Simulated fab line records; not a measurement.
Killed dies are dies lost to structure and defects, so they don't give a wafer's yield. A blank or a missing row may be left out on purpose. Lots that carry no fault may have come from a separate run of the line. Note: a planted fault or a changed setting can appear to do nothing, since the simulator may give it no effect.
Matching of chambers + flow n5 finfet + N5_MOL_CONTACT_COAG_ETCH_48 on rie diel-02 has 4 sister chambers
The step etches SiOC in C4F6/O2, target depth 15 nm, overetch 4.5 nm, time 17 s. 8 wafers are shown with their chamber, then 9 later ones without.

EACH WAFER AND ITS CHAMBER
| wafer  | chamber | drypump motor current A (A) | throttle valve pct (%) |
|--------|---------|-----------------------------|------------------------|
| L081.3 | 1       | 4.9                         | 40.18                  |
| L081.5 | 1       | 4.9                         | 40.16                  |
| L082.4 | 2       | 5.5                         | 40.77                  |
| L087.2 | 2       | 5.5                         | 40.78                  |
| L087.3 | 0       | 6.3                         | 40.28                  |
| L088.1 | 0       | 6.2                         | 40.27                  |
| L088.2 | 3       | 4.7                         | 40.41                  |
| L088.6 | 3       | 4.7                         | 40.43                  |

WAFERS MISSING THEIR CHAMBER
| wafer  | drypump motor current A (A) | throttle valve pct (%) |
|--------|-----------------------------|------------------------|
| L091.1 | 6.2                         | 40.30                  |
| L091.2 | 5.5                         | 40.78                  |
| L091.3 | 4.7                         | 40.43                  |
| L094.4 | 6.2                         | 40.29                  |
| L094.5 | 5.5                         | 40.80                  |
| L094.6 | 4.7                         | 40.42                  |
| L095.1 | 4.7                         | 40.45                  |
| L095.4 | 6.2                         | 40.28                  |
| L095.5 | 4.7                         | 40.42                  |

WHICH CHAMBER EACH ONE RAN IN
| wafer  | from the rows above | in truth |
|--------|---------------------|----------|
| L091.1 | 0                   | 0        |
| L091.2 | 2                   | 2        |
| L091.3 | 3                   | 3        |
| L094.4 | 0                   | 0        |
| L094.5 | 2                   | 2        |
| L094.6 | 3                   | 3        |
| L095.1 | 3                   | 3        |
| L095.4 | 0                   | 0        |
| L095.5 | 3                   | 3        |
Correctly placed: 9 of 9. Not placeable from these rows: 0. Wrongly placed: 0.
How it was worked out, from the rows above alone: a wafer's distance from a chamber is the root of the sum, over the readings, of the square of ((its reading less the chamber's mean) divided by the reading's scatter). The wafer belongs to the nearest chamber; if the next one is less than 2 further off, it can't be placed. The mean given for a chamber averages the wafers shown for that chamber. How the scatter is found: for the shown wafers, subtract from each reading the mean of its chamber, square and add these, divide the total by (wafers less chambers), then take the root.
